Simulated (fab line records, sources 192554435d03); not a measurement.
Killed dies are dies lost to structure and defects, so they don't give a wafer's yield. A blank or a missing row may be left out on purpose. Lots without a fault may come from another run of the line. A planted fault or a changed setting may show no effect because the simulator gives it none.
Chamber matching | flow n5_finfet | N5_WELL_APT_DESCUM_30 on rie_diel-01: 4 sister chambers
The step chemistry O2, time 7.9 s. 4 wafers are shown with their chamber, then 8 later ones without.

WAFERS WITH THEIR CHAMBER
wafer  | chamber | showerhead_plenum_p_Torr (Torr)
L086.1 | 0       | 2.21
L086.2 | 1       | 2.19
L086.6 | 2       | 1.99
L089.3 | 3       | 2.08

WAFERS WITHOUT THEIR CHAMBER
wafer  | showerhead_plenum_p_Torr (Torr)
L089.5 | 2.09
L089.6 | 1.99
L090.1 | 2.18
L090.4 | 2.08
L090.5 | 2.08
L093.1 | 2.08
L093.2 | 2.18
L093.6 | 2.20

WHICH CHAMBER EACH WENT THROUGH
wafer  | from the rows above     | in truth
L089.5 | 3                       | 3
L089.6 | 2                       | 2
L090.1 | 1                       | 1
L090.4 | 3                       | 3
L090.5 | 3                       | 3
L093.1 | 3                       | 3
L093.2 | 1                       | 1
L093.6 | can't be placed: 0 or 1 | 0
Placed correctly: 7 of 8. Can't be placed from these rows: 1 (the true chamber is among the candidates in 1). Placed wrongly: 0.
How it was worked out, from the rows above alone: a wafer's distance from a chamber is the root of the sum, over the readings, of the square of ((its reading less the chamber's mean) divided by the reading's scatter). The wafer belongs to the nearest chamber; if the next one is less than 2 further off, it can't be placed. A chamber's mean is the mean of its shown wafers. The scatter: with one shown wafer a chamber, the root of the mean of the squares of how far each hidden wafer lies from its nearest shown one.
